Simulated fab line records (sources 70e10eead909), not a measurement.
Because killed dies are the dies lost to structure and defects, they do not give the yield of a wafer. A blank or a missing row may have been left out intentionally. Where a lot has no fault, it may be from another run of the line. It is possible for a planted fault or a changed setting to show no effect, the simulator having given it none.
Matching of chambers -- flow nand_harc -- NHARC_A_STAIRCASE_CMP_450 on cmp-03: 4 sister chambers
The step polishes SiO2, target thk 200 nm. 16 wafers are shown with their chamber, then 8 later ones without.

## WAFERS, EACH WITH ITS CHAMBER
wafer,chamber,motor_current_A (A)
L074.1,0,11.0
L074.2,2,11.3
L074.5,3,12.9
L080.3,1,11.2
L080.4,2,11.3
L080.5,1,11.2
L083.1,0,10.8
L083.2,1,10.8
L083.3,3,12.1
L085.4,3,12.3
L085.5,3,12.5
L085.6,2,11.2
L086.1,0,10.6
L086.2,1,10.3
L086.3,3,12.6
L090.4,1,11.1

SIGNATURES (averages over the wafers above)
reading,chamber 0,chamber 1,chamber 2,chamber 3,scatter within a chamber
motor_current_A,10.800,10.920,11.267,12.480,0.295
Rule: a wafer lies at a distance from a chamber equal to the root of the sum of squares, over the readings, of (its reading less the chamber's mean, divided by the reading's scatter). The wafer belongs to the nearest chamber; if the next one is less than 2 further off, it can't be placed. The scatter: the root of (the sum of the squares of (reading less its chamber's mean) over the shown wafers, divided by (wafers less chambers)).

## WAFERS MISSING THEIR CHAMBER
wafer,motor_current_A (A)
L090.5,12.7
L090.6,11.2
L087.1,11.0
L087.4,11.1
L087.6,11.1
L095.1,10.5
L095.2,12.6
L095.4,11.5

## CHAMBER TAKEN BY EACH
wafer,from the rows above,in truth
L090.5,3,3
L090.6,can't be placed: 2 or 1 or 0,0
L087.1,can't be placed: 1 or 0 or 2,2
L087.4,can't be placed: 2 or 1 or 0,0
L087.6,can't be placed: 2 or 1 or 0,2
L095.1,can't be placed: 0 or 1 or 2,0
L095.2,3,3
L095.4,can't be placed: 2 or 1 or 0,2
2 of 8 placed correctly. These rows do not allow placing 6 (true chamber among the candidates in 6). Number placed wrongly: 0.
